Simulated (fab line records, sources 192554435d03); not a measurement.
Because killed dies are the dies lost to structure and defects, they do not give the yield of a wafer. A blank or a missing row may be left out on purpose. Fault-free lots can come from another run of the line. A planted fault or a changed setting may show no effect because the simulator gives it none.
What tool caused it?    flow n5 finfet    9 lots with 27 wafers sampled at 5 steps, on a route of 1938 steps

WHAT EACH GAUGE READ, for each wafer
N5_BEOL_M4_RC_MEAS_101. Usual: DIBL_N 36.1 mV/V, standard deviation 1.4; DIBL_P 36.3 mV/V, standard deviation 1.4; IOFF_N 0.154 nA/um, standard deviation 0.021; IOFF_P 0.21 nA/um, standard deviation 0.032; ION_N 670 uA/um, standard deviation 8.1; ION_P 461 uA/um, standard deviation 7; SS_N 71.4 mV/dec, standard deviation 0.49; SS_P 73.3 mV/dec, standard deviation 0.5; VT_N 250.4 mV, standard deviation 2.6; VT_P -250 mV, standard deviation 3.7.
lot   measured      on         DIBL_N (mV/V)   DIBL_P (mV/V)   IOFF_N (nA/um)     IOFF_P (nA/um)  ION_N (uA/um)  ION_P (uA/um)  SS_N (mV/dec)   SS_P (mV/dec)   VT_N (mV)          VT_P (mV)       flag
L994  day 8 16:52   prober-02  35.2 36.5 34.0  35.6 37.4 34.8  0.146 0.168 0.126  0.18 0.20 0.17  664 671 669    451 454 453    72.2 72.1 71.1  73.3 74.0 73.0  253.0 251.3 252.2  -256 -255 -253  
L996  day 9 13:38   prober-01  36.2 36.6 38.0  36.9 38.1 40.1  0.161 0.170 0.195  0.19 0.21 0.25  672 673 679    455 459 464    70.7 71.9 71.2  73.9 74.1 73.9  249.6 250.5 248.4  -253 -256 -248  
L102  day 11 04:36  prober-02  37.5 38.3 37.0  37.2 39.0 37.9  0.185 0.202 0.171  0.25 0.29 0.26  682 679 669    467 470 464    72.3 71.8 71.5  73.2 73.4 73.9  246.3 246.7 249.5  -245 -244 -245  
L103  day 11 08:02  prober-01  35.1 36.4 35.4  36.0 37.5 36.5  0.141 0.166 0.148  0.20 0.22 0.21  662 678 668    457 466 464    71.4 71.6 71.1  73.0 73.6 73.7  254.2 249.0 252.4  -249 -251 -250  
L109  day 12 11:34  prober-01  36.9 37.6 37.7  36.0 36.3 35.9  0.148 0.162 0.162  0.18 0.19 0.19  666 672 672    446 455 452    71.9 71.6 71.9  73.8 73.4 73.0  250.2 248.8 248.8  -253 -254 -251  
L106  day 12 15:31  prober-02  36.4 36.7 36.9  34.8 35.0 35.0  0.144 0.152 0.156  0.23 0.23 0.23  660 663 657    461 473 461    71.1 71.6 72.1  73.0 73.3 72.7  251.6 248.9 249.1  -247 -244 -247  
L113  day 13 23:28  prober-01  35.0 32.7 33.5  36.6 34.0 34.5  0.127 0.110 0.115  0.17 0.14 0.15  657 659 650    458 455 451    71.6 70.4 71.0  72.9 72.7 72.9  255.0 254.8 254.3  -255 -254 -259  
L115  day 14 00:37  prober-02  35.7 35.4 35.3  36.6 36.2 36.6  0.149 0.144 0.150  0.21 0.20 0.21  667 667 671    460 463 465    71.2 71.3 71.4  72.6 72.9 73.3  250.2 253.2 250.8  -249 -251 -248  
L116  day 15 03:52  prober-01  38.4 36.3 37.2  39.0 36.1 37.6  0.203 0.148 0.176  0.27 0.21 0.25  669 668 677    463 465 469    72.2 71.8 71.7  74.1 73.2 73.3  247.8 252.4 249.6  -246 -250 -245  

N5_BEOL_M5_OCD_MEAS_38. Usual: trench depth nm at 71.5 nm, with a standard deviation of 1.2.
lot   measured      on      trench depth nm (nm)  flag
L994  day 8 22:14   ocd-02  68.5 69.1 69.8        
L996  day 9 18:40   ocd-02  73.3 71.8 70.3        
L102  day 11 11:01  ocd-01  69.3 70.8 70.2        
L103  day 11 14:27  ocd-02  72.9 72.3 73.8        
L109  day 12 21:20  ocd-02  73.2 69.2 72.1        
L106  day 12 21:43  ocd-02  71.6 73.1 71.8        
L113  day 14 05:02  ocd-02  72.2 72.8 71.1        
L115  day 14 05:05  ocd-01  72.4 70.9 71.9        
L116  day 15 08:59  ocd-02  72.4 71.7 71.2        

TOOL THAT RAN EACH LOT (tool first, then ch and the chambers of the sampled wafers, then the start)
lot   N5_BEOL_M5_HM_OPEN_17              N5_BEOL_M5_STRIP_36                 N5_BEOL_M5_ETCH_41
L994  rie metal-03 ch 0,1, day 8 21:03   rie diel-06 ch 2,3, day 8 22:02     rie diel-06 ch 2,3, day 8 22:14 or earlier
L996  rie metal-03 ch 0,1, day 9 16:32   rie diel-06 ch 0,1,3, day 9 18:28   rie diel-06 ch 0,1,3, day 9 18:40 or earlier
L102  rie metal-02 ch 0,1, day 11 07:54  rie diel-05 ch 0,1,3, day 11 10:50  rie diel-05 ch 0,1,3, day 11 10:53
L103  rie metal-01 ch 0,1, day 11 11:50  rie diel-06 ch 0,1, day 11 14:16    rie diel-06 ch 0,1, day 11 14:19
L109  rie metal-01 ch 1, day 12 16:03    rie diel-06 ch 0,1,2, day 12 21:08  rie diel-06 ch 0,1,2, day 12 21:20 or earlier
L106  rie metal-01 ch 0,1, day 12 18:08  rie diel-06 ch 0,1,3, day 12 21:32  rie diel-06 ch 0,1,3, day 12 21:43 or earlier
L113  rie metal-02 ch 0,1, day 14 02:43  rie diel-06 ch 0,3, day 14 04:50    rie diel-06 ch 0,3, day 14 05:02 or earlier
L115  rie metal-01 ch 0,1, day 14 03:03  rie diel-05 ch 0,2,3, day 14 04:53  rie diel-05 ch 0,2,3, day 14 05:05 or earlier
L116  rie metal-01 ch 0,1, day 15 06:38  rie diel-06 ch 2,3, day 15 08:48    rie diel-06 ch 2,3, day 15 08:59 or earlier
- N5_BEOL_M5_HM_OPEN_17: chemistry Cl2/BCl3, target TiN, target depth 20 nm, overetch 6 nm.
- N5_BEOL_M5_STRIP_36: strips in N2/H2.
- N5_BEOL_M5_ETCH_41: etches SiCN in CH3F/O2, target depth 31.5 nm, time 56.7 s.

WHAT THE TOOLS THEMSELVES READ (means of the sampled wafers that have a number; where no wafer has one, the mark that the record gives instead)
N5_BEOL_M5_HM_OPEN_17. Usual: drypump motor current A 5.6 A, standard deviation 0.49; mfc ar sccm 25.00 sccm, standard deviation 0.071; oes product au 0.65 a.u., standard deviation 0.064; throttle valve pct 22.16 %, standard deviation 0.096.
lot   tool          drypump motor current A (A)  mfc ar sccm (sccm)  oes product au (a.u.)  throttle valve pct (%)  flag
L994  rie metal-03  5.3                          24.98               0.65                   22.12                   
L996  rie metal-03  5.2                          25.06               0.61                   22.18                   
L102  rie metal-02  5.5                          25.08               0.72                   22.04                   
L103  rie metal-01  6.1                          25.04               0.65                   22.24                   
L109  rie metal-01  6.5                          24.95               0.59                   22.30                   
L106  rie metal-01  5.8                          24.99               0.69                   22.17                   
L113  rie metal-02  5.5                          24.97               0.70                   22.05                   
L115  rie metal-01  6.1                          25.02               0.64                   22.25                   
L116  rie metal-01  5.8                          25.07               0.68                   22.19                   

N5_BEOL_M5_STRIP_36. Usual: bias power w 6.999 W, standard deviation 0.022; chamber pressure mTorr 20.00 mTorr, standard deviation 0.039; drypump motor current A 5.9 A, standard deviation 0.4; oes product au 0.78 a.u., standard deviation 0.081; power w 450.2 W, standard deviation 1.3; rf vpp V 59.0 V, standard deviation 1.5; showerhead plenum p Torr 2.53 Torr, standard deviation 0.098; throttle valve pct 23.8 %, standard deviation 0.32.
lot   tool         bias power w (W)  chamber pressure mTorr (mTorr)  drypump motor current A (A)  oes product au (a.u.)  power w (W)  rf vpp V (V)  showerhead plenum p Torr (Torr)  throttle valve pct (%)  flag
L994  rie diel-06  6.989             19.99                           6.2                          0.71                   449.3        60.7          2.59                             23.9                    
L996  rie diel-06  7.018             20.01                           6.2                          0.81                   450.5        58.7          2.56                             23.9                    
L102  rie diel-05  -                 -                               -                            -                      -            -             -                                -                       OFF
L103  rie diel-06  -                 -                               -                            -                      -            -             -                                -                       OFF
L109  rie diel-06  6.991             20.03                           6.2                          0.75                   449.4        60.0          2.58                             24.0                    
L106  rie diel-06  6.991             20.01                           6.2                          0.78                   450.5        58.7          2.55                             23.9                    
L113  rie diel-06  7.002             20.00                           6.2                          0.74                   449.0        58.5          2.52                             23.8                    
L115  rie diel-05  6.998             20.00                           5.6                          0.78                   450.0        59.5          2.62                             23.8                    
L116  rie diel-06  6.997             19.97                           6.3                          0.82                   450.7        59.5          2.55                             23.8                    

N5_BEOL_M5_ETCH_41. Usual: drypump motor current A 5.9 A, standard deviation 0.4; mfc ar sccm 150.0 sccm, standard deviation 0.46; oes product au 0.78 a.u., standard deviation 0.082; rf vpp V 297.3 V, standard deviation 1.8; showerhead plenum p Torr 1.99 Torr, standard deviation 0.075; throttle valve pct 16.37 %, standard deviation 0.25.
lot   tool         drypump motor current A (A)  mfc ar sccm (sccm)  oes product au (a.u.)  rf vpp V (V)  showerhead plenum p Torr (Torr)  throttle valve pct (%)  flag
L994  rie diel-06  6.2                          150.4               0.71                   298.2         2.04                             16.62                   
L996  rie diel-06  6.2                          150.0               0.80                   297.3         2.01                             16.50                   
L102  rie diel-05  5.7                          150.2               0.78                   298.1         2.08                             16.27                   
L103  rie diel-06  6.2                          150.0               0.84                   298.0         2.02                             16.48                   
L109  rie diel-06  6.2                          149.7               0.76                   298.1         2.02                             16.57                   
L106  rie diel-06  6.2                          150.1               0.78                   297.5         2.01                             16.55                   
L113  rie diel-06  6.2                          150.1               0.73                   297.1         1.99                             16.60                   
L115  rie diel-05  5.6                          150.0               0.78                   298.5         2.06                             16.40                   
L116  rie diel-06  6.2                          149.8               0.82                   298.2         2.01                             16.51                   

THE ANSWER, worked out from the rows above alone
Rule: take the mean of a lot's wafers that have a number; if it is more than 3 standard deviations from the usual mean, the lot is off. A lot without any number at a reading at which 4 lots or more have one is off too. The other lots that the step has rows for count as sound. The gauges are gone through in route order, then the tools' own readings, and for those a lot's mean is taken as printed above. The first step at which some lot is off is used, and at that step the reading that is off furthest; a lot without a number counts as furthest.
Off: L102, L103 (N5_BEOL_M5_STRIP_36, bias power w). Without a number there: L102, L103.
A tool fits if, at that step or a process step before it, it ran every lot that is off, and no sound lot after the first of them. Of those tried, none fits.

WHAT HAD BEEN PUT IN BY THE SIMULATOR
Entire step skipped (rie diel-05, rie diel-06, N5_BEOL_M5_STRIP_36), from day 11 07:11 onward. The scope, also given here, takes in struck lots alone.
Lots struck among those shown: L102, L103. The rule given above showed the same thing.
